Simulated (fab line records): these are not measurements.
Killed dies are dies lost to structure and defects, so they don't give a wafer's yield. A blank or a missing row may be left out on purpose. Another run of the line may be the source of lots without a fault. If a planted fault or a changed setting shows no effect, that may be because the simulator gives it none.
Chamber matching | flow n5Finfet | N5_BEOL_M12_ETCH_38 on rieDiel-04: 4 sister chambers
The step etches SiCN in CF4/N2, target depth 68.7 nm, time 73.4 s. 8 wafers are shown with their chamber, then 9 later ones without.

== EACH WAFER AND ITS CHAMBER ==
wafer  | chamber | drypumpMotorCurrentA (A) | showerheadPlenumPTorr (Torr)
L077.1 | 0       | 5.5                      | 2.12
L077.2 | 1       | 6.1                      | 2.14
L085.1 | 2       | 5.8                      | 2.17
L085.2 | 0       | 5.5                      | 2.11
L085.5 | 3       | 5.7                      | 2.14
L090.1 | 1       | 6.1                      | 2.13
L090.2 | 3       | 5.6                      | 2.14
L090.3 | 2       | 5.8                      | 2.17

== WAFERS MISSING THEIR CHAMBER ==
wafer  | drypumpMotorCurrentA (A) | showerheadPlenumPTorr (Torr)
L089.2 | 6.1                      | 2.13
L089.3 | 5.5                      | 2.11
L089.6 | 5.8                      | 2.17
L091.2 | 6.1                      | 2.13
L091.4 | 5.6                      | 2.14
L091.5 | 5.7                      | 2.14
L094.1 | 5.6                      | 2.13
L094.2 | 5.5                      | 2.10
L094.5 | 5.9                      | 2.17

== WHICH CHAMBER EACH ONE RAN IN ==
wafer  | from the rows above     | in truth
L089.2 | 1                       | 1
L089.3 | 0                       | 0
L089.6 | 2                       | 2
L091.2 | 1                       | 1
L091.4 | 3                       | 3
L091.5 | 3                       | 3
L094.1 | can't be placed: 3 or 0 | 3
L094.2 | 0                       | 0
L094.5 | 2                       | 2
Correctly placed: 8 of 9. These rows do not allow placing 1 (true chamber among the candidates in 1). 0 placed wrongly.
How it was worked out, from the rows above alone: a wafer's distance from a chamber is the root of the sum, over the readings, of the square of ((its reading less the chamber's mean) divided by the reading's scatter). The wafer belongs to the nearest chamber; if the next one is less than 2 further off, it can't be placed. The mean given for a chamber averages the wafers shown for that chamber. How the scatter is found: for the shown wafers, subtract from each reading the mean of its chamber, square and add these, divide the total by (wafers less chambers), then take the root.
